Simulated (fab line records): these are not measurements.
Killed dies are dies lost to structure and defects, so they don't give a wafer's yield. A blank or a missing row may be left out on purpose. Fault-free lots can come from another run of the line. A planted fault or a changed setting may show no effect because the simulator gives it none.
Chamber matching | flow n5-finfet | 4 sister chambers for N5_BEOL_M0_SAQP_DESCUM_19 on rie-diel-05
The step chemistry O2, time 7.9 s. 4 wafers are shown with their chamber, then 9 later ones without.

EACH WAFER AND ITS CHAMBER
wafer  | chamber | throttle-valve-pct (%)
L083.4 | 0       | 20.62
L086.1 | 2       | 20.80
L086.5 | 3       | 20.24
L086.6 | 1       | 20.49

WAFERS WITHOUT THEIR CHAMBER
wafer  | throttle-valve-pct (%)
L090.3 | 20.28
L090.4 | 20.26
L090.5 | 20.50
L093.1 | 20.30
L093.4 | 20.81
L093.6 | 20.29
L094.1 | 20.29
L094.2 | 20.51
L094.5 | 20.81

CHAMBER TAKEN BY EACH
wafer  | from the rows above | in truth
L090.3 | 3                   | 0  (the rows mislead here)
L090.4 | 3                   | 3
L090.5 | 1                   | 1
L093.1 | 3                   | 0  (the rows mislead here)
L093.4 | 2                   | 2
L093.6 | 3                   | 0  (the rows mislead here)
L094.1 | 3                   | 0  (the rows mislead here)
L094.2 | 1                   | 1
L094.5 | 2                   | 2
Correctly placed: 5 of 9. Left unplaced by these rows: 0. Number placed wrongly: 4.
How it was worked out, from the rows above alone: a wafer's distance from a chamber is the root of the sum, over the readings, of the square of ((its reading less the chamber's mean) divided by the reading's scatter). If the next closest chamber is less than 2 further off than the closest, the wafer can't be placed; otherwise it belongs to the closest. Each chamber's mean is taken over the wafers shown for it. The scatter: with one shown wafer a chamber, the root of the mean of the squares of how far each hidden wafer lies from its nearest shown one.
